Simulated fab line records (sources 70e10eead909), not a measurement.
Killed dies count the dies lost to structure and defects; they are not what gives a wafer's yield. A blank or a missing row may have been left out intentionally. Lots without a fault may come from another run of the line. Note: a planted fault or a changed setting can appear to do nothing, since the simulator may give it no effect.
Matching of chambers :: flow nand harc :: NHARC_A_STAIRCASE_DEP_156 on pecvd-02: 3 sister chambers
The step deposits SiNx, target thk 50 nm. 18 wafers are shown with their chamber, then 9 later ones without.

## EACH WAFER AND ITS CHAMBER
wafer: L076.2
chamber: 0
heater power w (W): 676

wafer: L076.3
chamber: 1
heater power w (W): 625

wafer: L076.4
chamber: 0
heater power w (W): 681

wafer: L075.3
chamber: 1
heater power w (W): 688

wafer: L075.5
chamber: 2
heater power w (W): 760

wafer: L075.6
chamber: 0
heater power w (W): 749

wafer: L079.1
chamber: 0
heater power w (W): 749

wafer: L079.3
chamber: 2
heater power w (W): 786

wafer: L079.4
chamber: 0
heater power w (W): 720

wafer: L085.2
chamber: 2
heater power w (W): 671

wafer: L085.3
chamber: 1
heater power w (W): 720

wafer: L085.4
chamber: 2
heater power w (W): 705

wafer: L086.3
chamber: 0
heater power w (W): 760

wafer: L086.4
chamber: 0
heater power w (W): 768

wafer: L086.6
chamber: 2
heater power w (W): 716

wafer: L087.3
chamber: 1
heater power w (W): 730

wafer: L087.4
chamber: 2
heater power w (W): 710

wafer: L087.6
chamber: 0
heater power w (W): 717

SIGNATURES (averages over the wafers above)
reading: heater power w
chamber 0: 727.50
chamber 1: 690.75
chamber 2: 724.67
scatter within a chamber: 39.9
Rule: for a wafer and a chamber, the distance is found by dividing, reading by reading, the gap between the wafer's reading and the chamber's mean by the reading's scatter, squaring, summing and taking the root. If the next closest chamber is less than 2 further off than the closest, the wafer can't be placed; otherwise it belongs to the closest. The scatter is the square root of a quotient: the sum, over the shown wafers, of each reading's squared deviation from its chamber's mean, divided by wafers minus chambers.

## WAFERS WHOSE CHAMBER IS MISSING
wafer: L089.1
heater power w (W): 724

wafer: L089.2
heater power w (W): 721

wafer: L089.6
heater power w (W): 721

wafer: L094.1
heater power w (W): 808

wafer: L094.2
heater power w (W): 758

wafer: L094.4
heater power w (W): 683

wafer: L095.2
heater power w (W): 729

wafer: L095.5
heater power w (W): 638

wafer: L095.6
heater power w (W): 801

## WHICH CHAMBER EACH ONE RAN IN
wafer: L089.1
from the rows above: can't be placed: 2 or 0 or 1
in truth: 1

wafer: L089.2
from the rows above: can't be placed: 2 or 0 or 1
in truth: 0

wafer: L089.6
from the rows above: can't be placed: 2 or 0 or 1
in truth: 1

wafer: L094.1
from the rows above: can't be placed: 0 or 2 or 1
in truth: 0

wafer: L094.2
from the rows above: can't be placed: 0 or 2 or 1
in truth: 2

wafer: L094.4
from the rows above: can't be placed: 1 or 2 or 0
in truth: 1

wafer: L095.2
from the rows above: can't be placed: 0 or 2 or 1
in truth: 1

wafer: L095.5
from the rows above: can't be placed: 1 or 2 or 0
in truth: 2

wafer: L095.6
from the rows above: can't be placed: 0 or 2 or 1
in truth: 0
Correct placement for 0 of the 9. These rows do not allow placing 9 (true chamber among the candidates in 9). 0 placed wrongly.
